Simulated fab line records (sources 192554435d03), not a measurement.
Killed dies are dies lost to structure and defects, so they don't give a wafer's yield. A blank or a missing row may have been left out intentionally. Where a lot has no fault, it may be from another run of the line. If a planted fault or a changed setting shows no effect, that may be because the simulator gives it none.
fab line records	flow n5-finfet	part 1 of 2: steps 1 to 28 of 34
record lots=5	wafers=15	last-day=17
route steps=1938 shown BEOL_M0@738 BEOL_M1@751
lots that met no fault: taken from a fault-free run of the same line
start-h: start of the lot's first displayed wafer, in hours after the record's first day	wait-h: hours since the lot's step before	" unchanged from the row above	L1.1+2: one row covering several wafers at once	- value missing, or start not given	* or withheld: withheld	< > ~ a bound
route shown NAME@n: a module of which the file shows steps, and the number in the route of the first	usual: mean and standard deviation over wafers with no fault	same: alike in all rows	chamber/n: place in a boat	sites: the reading at each site	_std_site: the standard deviation of these	_edge_site: mean of outer sites minus mean of inner sites	radius-mm: how far each site lies from the wafer's centre	mask NAME#n: copy n	behind: the most recent tool/chamber to have shaped the wafer	hold: cause of the lot's hold/its duration in hours/its outcome	device: the transistor (n, p or np) that didn't switch	end of line: tests of these same wafers at the route's end	for a step that has no rows: nothing shown but its recipe	killed: dies lost to structure and defects at the first sort, not the wafer's yield	map: a wafer's dies, x killed, . not, _ none there
set.NAME: the run value of the setting; set.NAME@STEP: its run value at that earlier step	model.NAME: the simulator's own value behind a step, which no gauge read
a table for each step, a row for each wafer; lots at some steps of the route
services: the hour from which a tool's chamber was out of use, counted from the record's first day as start-h (under 0 if before that day), plus the number of hours and why
## steps
# step N5_BEOL_M0_SPUTTER_134
# recipe material=Cu	target-thk-a=40	temp-c=-20	chamber-pressure-pa=0.07	power-w=withheld	time-s=7.37
# usual throttle-valve-pct=29.6/0.86
lot.wafer	tool	chamber	start-h	wait-h	throttle-valve-pct
L085.1	pvd-sputter-01	-	192.65	0.0	29.2
L085.4	"	-	"	"	27.5
L085.5	"	-	"	"	27.7
L089.1	pvd-sputter-02	-	211.02	0.0	30.6
L089.3	"	-	"	"	28.8
L089.4	"	-	"	"	30.3
L092.1	pvd-sputter-03	-	223.85	0.0	30.3
L092.3	"	-	"	"	29.7
L092.6	"	-	"	"	29.1
L095.1	pvd-sputter-03	-	249.43	0.0	28.9
L095.3	"	-	"	"	30.1
L095.6	"	-	"	"	29.0
L097.1	pvd-sputter-01	-	256.74	0.0	29.2
L097.2	"	-	"	"	27.6
L097.5	"	-	"	"	29.4
# step N5_BEOL_M0_ANNEAL_135
# recipe temp-c=400	time-s=60	ambient=vacuum
# usual heater-power-w=817/80
lot.wafer	tool	chamber	start-h	wait-h	heater-power-w
L085.1	pvd-sputter-01	-	192.73	0.0	829
L085.4	"	-	"	"	847
L085.5	"	-	"	"	852
L089.1	pvd-sputter-02	-	211.10	0.0	768
L089.3	"	-	"	"	774
L089.4	"	-	"	"	900
L092.1	pvd-sputter-03	-	223.93	0.0	902
L092.3	"	-	"	"	834
L092.6	"	-	"	"	670
L095.1	pvd-sputter-03	-	249.51	0.0	682
L095.3	"	-	"	"	817
L095.6	"	-	"	"	660
L097.1	pvd-sputter-01	-	256.82	0.0	832
L097.2	"	-	"	"	827
L097.5	"	-	"	"	824
# step N5_BEOL_M0_SPUTTER_141
# recipe material=Cu	target-thk-a=40	temp-c=-20	chamber-pressure-pa=0.07	power-w=withheld	time-s=7.37
# usual throttle-valve-pct=29.6/0.86
lot.wafer	tool	chamber	start-h	wait-h	throttle-valve-pct
L085.1	pvd-sputter-01	-	192.77	0.0	29.0
L085.4	"	-	"	"	27.6
L085.5	"	-	"	"	27.7
L089.1	pvd-sputter-02	-	211.14	0.0	30.6
L089.3	"	-	"	"	28.8
L089.4	"	-	"	"	30.7
L092.1	pvd-sputter-03	-	223.97	0.0	30.5
L092.3	"	-	"	"	29.9
L092.6	"	-	"	"	29.0
L095.1	pvd-sputter-03	-	249.55	0.0	29.2
L095.3	"	-	"	"	30.0
L095.6	"	-	"	"	28.8
L097.1	pvd-sputter-01	-	256.86	0.0	29.5
L097.2	"	-	"	"	27.4
L097.5	"	-	"	"	29.4
# step N5_BEOL_M0_ECD_118
# recipe material=Cu	target-thk-a=3000
lot.wafer	tool	chamber	start-h	wait-h
L085.1+4+5	ecd-cu-02	0,0,1	192.89	0.1
L089.1+3+4	ecd-cu-02	1,0,1	211.26	0.1
L092.1+3+6	ecd-cu-01	1	224.09	0.1
L095.1+3+6	ecd-cu-01	0	249.66	0.1
L097.1+2+5	ecd-cu-02	0,1,0	256.98	0.1
# step N5_BEOL_M0_ANNEAL_119
# recipe temp-c=225	time-s=90	ambient=N2
# usual anneal-temp-c-max=225.81/0.24	wafer_temp_C_max=226.0/0.36
lot.wafer	tool	chamber	start-h	wait-h	anneal-temp-c-max	wafer_temp_C_max
L085.1	rtp-anneal-01	0	192.96	0.1	225.97	226.1
L085.4	"	0	"	"	226.35	226.1
L085.5	"	0	"	"	226.01	226.5
L089.1	rtp-anneal-02	0	211.34	0.1	225.64	225.8
L089.3	"	0	"	"	225.54	225.5
L089.4	"	0	"	"	225.47	225.8
L092.1	rtp-anneal-02	0	224.17	0.1	225.74	226.0
L092.3	"	0	"	"	225.63	226.0
L092.6	"	0	"	"	225.89	226.0
L095.1	rtp-anneal-02	0	250.43	0.7	225.58	225.9
L095.3	"	0	"	"	225.63	225.8
L095.6	"	0	"	"	225.28	225.7
L097.1	rtp-anneal-01	0	257.06	0.1	226.54	226.3
L097.2	"	0	"	"	225.85	226.2
L097.5	"	0	"	"	225.80	226.5
# step N5_BEOL_M0_CMP_120
# recipe stop-on=SiOC	t-overpolish-s=6.9	down-force-psi=1	platen-rpm=50	clearing-platen-down-force-psi=1.5	clearing-platen-rpm=50	post-cmp-clean=cu-alkaline	clearing-platen-pad-velocity-m-s=0.99484	pad-velocity-m-s=0.99484
# usual barrier-field-endpoint-s=3.66/0.17	motor-current-A=6.2/0.52	overpolish-run-s=6.900/0.01	slurry-filter-dp-kPa=13.48/0.15	time-to-endpoint-s=62/5.2
lot.wafer	tool	chamber	start-h	wait-h	barrier-field-endpoint-s	motor-current-A	overpolish-run-s	slurry-filter-dp-kPa	time-to-endpoint-s
L085.1	cmp-03	2	193.30	0.3	3.46	6.3	6.907	13.69	60
L085.4	"	0	"	"	3.22	7.2	6.893	13.58	55
L085.5	"	1	"	"	3.65	5.8	6.903	13.26	59
L089.1	cmp-02	2	211.64	0.3	3.62	5.8	6.910	13.68	56
L089.3	"	3	"	"	3.76	5.9	6.913	13.06	62
L089.4	"	0	"	"	3.87	6.1	6.891	13.54	67
L092.1	cmp-01	3	224.46	0.3	3.61	6.2	6.895	13.56	70
L092.3	"	1	"	"	3.71	5.9	6.897	13.62	66
L092.6	"	3	"	"	3.68	6.2	6.896	13.35	71
L095.1	cmp-02	1	250.77	0.3	3.55	6.7	6.910	13.33	60
L095.3	"	2	"	"	3.47	5.4	6.914	13.67	56
L095.6	"	0	"	"	3.61	6.0	6.905	13.55	66
L097.2	cmp-01	1	257.44	0.3	3.91	5.9	6.901	13.61	70
L097.1	"	2	"	"	3.87	6.9	6.911	13.48	63
L097.5	"	3	"	"	3.99	5.9	6.896	13.46	75
# step N5_BEOL_M0_PRE_CLEAN_131
# recipe gas=NH3/H2	time-s=15	temp-c=*	rf-power-w=300
# usual heater-power-w=85/6.8
lot.wafer	tool	chamber	start-h	wait-h	heater-power-w
L085.1	cvd-co-02	1	193.59	0.0	83
L085.4	"	0	"	"	86
L085.5	"	2	"	"	73
L089.1	cvd-co-02	2	211.97	0.0	72
L089.3	"	0	"	"	83
L089.4	"	1	"	"	81
L092.1	cvd-co-01	1	224.80	0.0	87
L092.3	"	2	"	"	88
L092.6	"	1	"	"	88
L095.1	cvd-co-02	0	251.06	0.0	87
L095.3	"	2	"	"	71
L095.6	"	0	"	"	84
L097.1	cvd-co-01	1	257.70	0.0	88
L097.2	"	0	"	"	94
L097.5	"	2	"	"	88
# step N5_BEOL_M0_CO_CAP_123
# recipe material=Co	target-thk-a=20	temp-c=200	precursor=CCTBA/H2	pressure-torr=30	time-s=102.1
# usual heater-power-w=236/9.3
lot.wafer	tool	chamber	start-h	wait-h	heater-power-w
L085.1	cvd-co-02	1	193.63	0.0	236
L085.4	"	0	"	"	241
L085.5	"	2	"	"	216
L089.1	cvd-co-02	2	212.01	0.0	216
L089.3	"	0	"	"	247
L089.4	"	1	"	"	235
L092.1	cvd-co-01	1	224.84	0.0	238
L092.3	"	2	"	"	243
L092.6	"	1	"	"	241
L095.1	cvd-co-02	0	251.10	0.0	238
L095.3	"	2	"	"	219
L095.6	"	0	"	"	233
L097.1	cvd-co-01	1	257.74	0.0	235
L097.2	"	0	"	"	249
L097.5	"	2	"	"	240
# step N5_BEOL_M0_PRE_CLEAN_124
# recipe gas=NH3	time-s=15	temp-c=withheld	rf-power-w=300
lot.wafer	tool	chamber	start-h	wait-h
L085.1+4+5	pecvd-01	1,1,2	193.72	0.1
L089.1+3+4	pecvd-03	0,1,0	212.10	0.1
L092.1+3+6	pecvd-01	2,1,2	224.93	0.1
L095.1+3+6	pecvd-04	2,0,1	251.19	0.1
L097.1+2+5	pecvd-04	2,0,0	257.83	0.1
# step N5_BEOL_M0_DEP_125
# recipe material=SiCN	target-thk-a=80	temp-c=withheld	precursor=3MS/NH3	pressure-torr=3	rf-w=202	time-s=14
# usual showerhead-plenum-p-Torr=3.664/0.014	showerhead-vpp-V=849/49	throttle-valve-pct=9.1/0.45
lot.wafer	tool	chamber	start-h	wait-h	showerhead-plenum-p-Torr	showerhead-vpp-V	throttle-valve-pct
L085.1	pecvd-01	1	193.75	0.0	3.666	868	8.7
L085.4	"	1	"	"	3.658	874	8.9
L085.5	"	2	"	"	3.680	843	8.6
L089.1	pecvd-03	0	212.12	0.0	3.679	928	9.5
L089.3	"	1	"	"	3.664	920	9.2
L089.4	"	0	"	"	3.676	925	9.2
L092.1	pecvd-01	2	224.95	0.0	3.668	842	8.5
L092.3	"	1	"	"	3.659	864	8.9
L092.6	"	2	"	"	3.687	838	8.7
L095.1	pecvd-04	2	251.22	0.0	3.660	823	10.0
L095.3	"	0	"	"	3.654	791	8.8
L095.6	"	1	"	"	3.636	842	9.6
L097.1	pecvd-04	2	257.87	0.0	3.649	821	9.8
L097.2	"	0	"	"	3.652	808	9.2
L097.5	"	0	"	"	3.653	803	9.0
# step N5_BEOL_M0_RS_MEAS_126
# recipe thk-meas-gauge=four-point-probe	reads=Co_of_BEOL_M0_CO_CAP_123+Cu_of_BEOL_M0_ECD_118+Co_of_BEOL_M0_CVD_115+TaN_of_BEOL_M0_ALD_136
# usual M0_RS=0.530/0.025
lot.wafer	tool	chamber	start-h	wait-h	M0_RS[ohm/sq]
L085.1	film-metro-01	-	193.82	0.0	0.521
L085.4	"	-	"	"	0.525
L085.5	"	-	"	"	0.511
L089.1	film-metro-02	-	212.19	0.0	0.547
L089.3	"	-	"	"	0.544
L089.4	"	-	"	"	0.489
L092.1	film-metro-01	-	225.02	0.0	0.510
L092.3	"	-	"	"	0.544
L092.6	"	-	"	"	0.517
L095.1	film-metro-01	-	251.28	0.0	0.536
L095.3	"	-	"	"	0.555
L095.6	"	-	"	"	0.498
L097.1	film-metro-02	-	257.95	0.1	0.539
L097.2	"	-	"	"	0.516
L097.5	"	-	"	"	0.496
# step N5_BEOL_M0_INSPECT_127
# recipe inspect-instrument=darkfield	mode=post-dep
# usual raw-defect-count=79/30
lot.wafer	tool	chamber	start-h	wait-h	raw-defect-count
L085.1	defect-inspect-01	-	193.84	0.0	59
L085.4	"	-	"	"	44
L085.5	"	-	"	"	68
L089.1	defect-inspect-01	-	212.22	0.0	86
L089.3	"	-	"	"	96
L089.4	"	-	"	"	60
L092.1	defect-inspect-02	-	225.05	0.0	37
L092.3	"	-	"	"	53
L092.6	"	-	"	"	32
L095.1	defect-inspect-01	-	251.31	0.0	52
L095.3	"	-	"	"	55
L095.6	"	-	"	"	54
L097.1	defect-inspect-01	-	257.98	0.0	49
L097.2	"	-	"	"	66
L097.5	"	-	"	"	107
# step N5_BEOL_M1_ILD_DEP_00
# recipe material=SiOC	target-thk-a=790	temp-c=350	precursor=DEMS/O2	pressure-torr=5	rf-w=500	time-s=15.3
# usual heater-power-w=456/46	showerhead-plenum-p-Torr=5.703/0.013	showerhead-vpp-V=1389/98	throttle-valve-pct=11.7/0.48
lot.wafer	tool	chamber	start-h	wait-h	heater-power-w	showerhead-plenum-p-Torr	showerhead-vpp-V	throttle-valve-pct
L085.1	pecvd-02	1	193.88	0.0	507	5.689	1581	12.7
L085.4	"	0	"	"	505	5.718	1518	11.2
L085.5	"	1	"	"	514	5.695	1539	12.6
L089.1	pecvd-01	2	212.25	0.0	386	5.698	1327	11.5
L089.3	"	0	"	"	527	5.698	1275	12.1
L089.4	"	2	"	"	409	5.704	1328	11.2
L092.1	pecvd-01	1	225.08	0.0	433	5.685	1354	11.6
L092.3	"	2	"	"	473	5.714	1298	11.4
L092.6	"	2	"	"	465	5.723	1332	11.4
L095.1	pecvd-03	0	251.35	0.0	440	5.718	1479	12.3
L095.3	"	1	"	"	480	5.693	1448	12.2
L095.6	"	1	"	"	474	5.699	1430	12.4
L097.1	pecvd-01	1	258.01	0.0	388	5.697	1376	11.6
L097.2	"	2	"	"	432	5.708	1327	11.7
L097.5	"	2	"	"	430	5.705	1330	11.3
# step N5_BEOL_M1_THK_MEAS_01
# recipe reads=SiOC_of_BEOL_M1_ILD_DEP_00
# usual M1_ILD_THK=79.5/1.3
lot.wafer	tool	chamber	start-h	wait-h	M1_ILD_THK[nm]
L085.1	film-metro-02	-	193.95	0.0	76.2
L085.4	"	-	"	"	78.5
L085.5	"	-	"	"	78.9
L089.1	film-metro-01	-	212.32	0.0	79.4
L089.3	"	-	"	"	79.7
L089.4	"	-	"	"	80.9
L092.1	film-metro-01	-	225.15	0.0	80.3
L092.3	"	-	"	"	78.8
L092.6	"	-	"	"	81.2
L095.1	film-metro-02	-	251.43	0.1	79.1
L095.3	"	-	"	"	79.2
L095.6	"	-	"	"	78.7
L097.1	film-metro-01	-	258.08	0.0	78.9
L097.2	"	-	"	"	77.8
L097.5	"	-	"	"	79.2
# step N5_BEOL_M1_PECVD_72
# recipe material=SiO2	target-thk-a=160	temp-c=400	precursor=TEOS/O2	pressure-torr=5.5	rf-w=450	teos-flow-sccm=53.8	gas=O2	flow-sccm=3000	time-s=18
# usual heater-power-w=686/71	showerhead-plenum-p-Torr=8.83/0.038	showerhead-vpp-V=1330/83	throttle-valve-pct=22.3/0.83
lot.wafer	tool	chamber	start-h	wait-h	heater-power-w	showerhead-plenum-p-Torr	showerhead-vpp-V	throttle-valve-pct
L085.1	pecvd-01	1	193.98	0.0	650	8.78	1300	21.7
L085.4	"	0	"	"	645	8.79	1178	22.2
L085.5	"	1	"	"	650	8.79	1276	21.9
L089.1	pecvd-03	2	212.36	0.0	849	8.82	1407	21.7
L089.3	"	1	"	"	614	8.82	1352	23.0
L089.4	"	2	"	"	850	8.83	1376	21.4
L092.1	pecvd-02	1	225.19	0.0	699	8.79	1464	23.5
L092.3	"	2	"	"	593	8.91	1293	21.7
L092.6	"	1	"	"	691	8.77	1462	23.6
L095.1	pecvd-01	0	251.47	0.0	764	8.78	1180	22.1
L095.3	"	1	"	"	662	8.76	1283	21.8
L095.6	"	0	"	"	740	8.79	1188	22.2
L097.1	pecvd-02	1	258.12	0.0	668	8.76	1478	23.4
L097.2	"	0	"	"	640	8.88	1433	21.1
L097.5	"	0	"	"	627	8.88	1446	20.8
# step N5_BEOL_M1_HM_DEP_02
# recipe material=TiN	target-thk-a=200	temp-c=25	chamber-pressure-pa=0.49996
# usual throttle-valve-pct=29.7/0.85
lot.wafer	tool	chamber	start-h	wait-h	throttle-valve-pct
L085.1	pvd-sputter-03	-	194.46	0.5	30.4
L085.4	"	-	"	"	30.2
L085.5	"	-	"	"	30.6
L089.1	pvd-sputter-01	-	213.71	1.3	29.7
L089.3	"	-	"	"	29.4
L089.4	"	-	"	"	27.5
L092.1	pvd-sputter-03	-	226.53	1.3	30.7
L092.3	"	-	"	"	29.2
L092.6	"	-	"	"	30.7
L095.1	pvd-sputter-01	-	253.80	2.3	29.7
L095.3	"	-	"	"	29.3
L095.6	"	-	"	"	27.7
L097.1	pvd-sputter-01	-	258.62	0.5	27.3
L097.2	"	-	"	"	29.1
L097.5	"	-	"	"	29.7
# step N5_BEOL_M1_COAT_61
# recipe resist=SOC	temp-c=250	time-s=60	spin-rpm=1500	resist-thk-nm=60
lot.wafer	tool	chamber	start-h	wait-h
L085.1+4+5	litho-track-05	0	194.58	0.1
L089.1+3+4	litho-track-05	0	213.84	0.1
L092.1+3+6	litho-track-03	0	226.66	0.1
L095.1+3+6	litho-track-05	0	253.92	0.1
L097.1+2+5	litho-track-03	0	258.75	0.1
# step N5_BEOL_M1_COAT_62
# recipe resist=SiARC	temp-c=220	time-s=60	spin-rpm=1500	resist-thk-nm=12
lot.wafer	tool	chamber	start-h	wait-h
L085.1+4+5	litho-track-05	0	-	-
L089.1+3+4	litho-track-05	0	-	-
L092.1+3+6	litho-track-03	0	-	-
L095.1+3+6	litho-track-05	0	-	-
L097.1+2+5	litho-track-03	0	-	-
# step N5_BEOL_M1_COAT_73
# recipe resist=underlayer	temp-c=205	time-s=60	spin-rpm=1500	resist-thk-nm=5
lot.wafer	tool	chamber	start-h	wait-h
L085.1+4+5	litho-track-05	0	-	-
L089.1+3+4	litho-track-05	0	-	-
L092.1+3+6	litho-track-03	0	-	-
L095.1+3+6	litho-track-05	0	-	-
L097.1+2+5	litho-track-03	0	-	-
# step N5_BEOL_M1_COAT_05
# recipe resist=CAR-EUV	spin-rpm=1500	resist-thk-nm=30
lot.wafer	tool	chamber	start-h	wait-h
L085.1+4+5	litho-track-05	0	-	-
L089.1+3+4	litho-track-05	0	-	-
L092.1+3+6	litho-track-03	0	-	-
L095.1+3+6	litho-track-05	0	-	-
L097.1+2+5	litho-track-03	0	-	-
# step N5_BEOL_M1_EBR_07
# recipe solvent=PGMEA	ebr-width-mm=1.5
lot.wafer	tool	chamber	start-h	wait-h
L085.1+4+5	litho-track-05	0	-	-
L089.1+3+4	litho-track-05	0	-	-
L092.1+3+6	litho-track-03	0	-	-
L095.1+3+6	litho-track-05	0	-	-
L097.1+2+5	litho-track-03	0	-	-
# step N5_BEOL_M1_SOFTBAKE_06
# recipe temp-c=110	time-s=60	resist=CAR-EUV
lot.wafer	tool	chamber	start-h	wait-h
L085.1+4+5	litho-track-05	0	-	-
L089.1+3+4	litho-track-05	0	-	-
L092.1+3+6	litho-track-03	0	-	-
L095.1+3+6	litho-track-05	0	-	-
L097.1+2+5	litho-track-03	0	-	-
# step N5_BEOL_M1_EXPOSE_08
# recipe mask-id=M1	na=0.33	source-shape=dipole	sigma-inner=0.369	sigma-outer=0.767	polarization=unpolarized	dose-mj=33
# same sigma-inner=0.369
lot.wafer	tool	chamber	start-h	wait-h	mask
L085.1+4+5	euv-scanner-02	0	194.72	-	M1#0
L089.1+3+4	euv-scanner-02	0	213.98	-	M1#0
L092.1+3+6	euv-scanner-02	0	226.92	-	M1#0
L095.1+3+6	euv-scanner-02	0	254.19	-	M1#0
L097.1+2+5	euv-scanner-02	0	258.88	-	M1#0
# step N5_BEOL_M1_PEB_09
# recipe peb-temp-c=100	peb-time-s=60	resist=CAR-EUV
lot.wafer	tool	chamber	start-h	wait-h
L085.1+4+5	litho-track-05	0	194.78	0.1
L089.1+3+4	litho-track-03	0	214.04	0.1
L092.1+3+6	litho-track-04	0	226.98	0.1
L095.1+3+6	litho-track-03	0	254.24	0.1
L097.1+2+5	litho-track-03	0	258.94	0.1
# step N5_BEOL_M1_DEVELOP_10
# recipe develop-time-s=30	developer=TMAH	resist=CAR-EUV	rinse-liquid=surfactant-rinse	dry=air-spin	dev-temp-c=23
# usual developer-temp-C=23.01/0.11
lot.wafer	tool	chamber	start-h	wait-h	developer-temp-C
L085.1	litho-track-05	0	-	-	22.91
L085.4	"	0	"	"	23.04
L085.5	"	0	"	"	22.98
L089.1	litho-track-03	0	-	-	22.85
L089.3	"	0	"	"	22.72
L089.4	"	0	"	"	22.99
L092.1	litho-track-04	0	-	-	23.03
L092.3	"	0	"	"	22.95
L092.6	"	0	"	"	22.91
L095.1	litho-track-03	0	-	-	23.10
L095.3	"	0	"	"	23.14
L095.6	"	0	"	"	22.99
L097.1	litho-track-03	0	-	-	23.23
L097.2	"	0	"	"	22.92
L097.5	"	0	"	"	23.07
# step N5_BEOL_M1_CD_MEAS_11
# recipe target-cd-nm=17.05	landing-energy-ev=500	detector=se-inlens	polarity=opening
# usual cd-nm=17.07/0.24
lot.wafer	tool	chamber	start-h	wait-h	cd-nm
L085.1	cd-sem-03	0	194.85	-	17.02
L085.4	"	0	"	"	17.48
L085.5	"	0	"	"	17.48
L089.1	cd-sem-01	0	214.10	-	16.89
L089.3	"	0	"	"	17.34
L089.4	"	0	"	"	16.79
L092.1	cd-sem-03	0	227.05	-	16.91
L092.3	"	0	"	"	17.45
L092.6	"	0	"	"	17.02
L095.1	cd-sem-02	0	254.31	-	17.42
L095.3	"	0	"	"	17.24
L095.6	"	0	"	"	17.28
L097.1	cd-sem-02	0	259.01	-	17.23
L097.2	"	0	"	"	17.11
L097.5	"	0	"	"	16.94
# step N5_BEOL_M1_OVL_MEAS_12
# recipe points-per-wafer=522
# usual M1_OVL=0.2/0.65
lot.wafer	tool	chamber	start-h	wait-h	M1_OVL[nm]
L085.1	overlay-02	0	194.88	0.0	0.0
L085.4	"	0	"	"	-0.2
L085.5	"	0	"	"	1.2
L089.1	overlay-02	0	214.13	0.0	0.6
L089.3	"	0	"	"	-0.6
L089.4	"	0	"	"	-0.3
L092.1	overlay-02	0	227.08	0.0	0.1
L092.3	"	0	"	"	-0.2
L092.6	"	0	"	"	0.3
L095.1	overlay-02	0	254.34	0.0	0.3
L095.3	"	0	"	"	-0.2
L095.6	"	0	"	"	0.0
L097.1	overlay-01	0	259.04	0.0	0.0
L097.2	"	0	"	"	0.1
L097.5	"	0	"	"	1.1
# step N5_BEOL_M1_INSPECT_13
# recipe mode=adi	inspect-instrument=brightfield
# usual raw-defect-count=428/96
lot.wafer	tool	chamber	start-h	wait-h	raw-defect-count
L085.1	defect-inspect-01	-	194.94	0.1	392
L085.4	"	-	"	"	387
L085.5	"	-	"	"	449
L089.1	defect-inspect-01	-	214.19	0.1	334
L089.3	"	-	"	"	381
L089.4	"	-	"	"	311
L092.1	defect-inspect-02	-	227.13	0.1	356
L092.3	"	-	"	"	362
L092.6	"	-	"	"	346
L095.1	defect-inspect-01	-	254.40	0.1	294
L095.3	"	-	"	"	287
L095.6	"	-	"	"	324
L097.1	defect-inspect-02	-	259.10	0.1	446
L097.2	"	-	"	"	709
L097.5	"	-	"	"	563
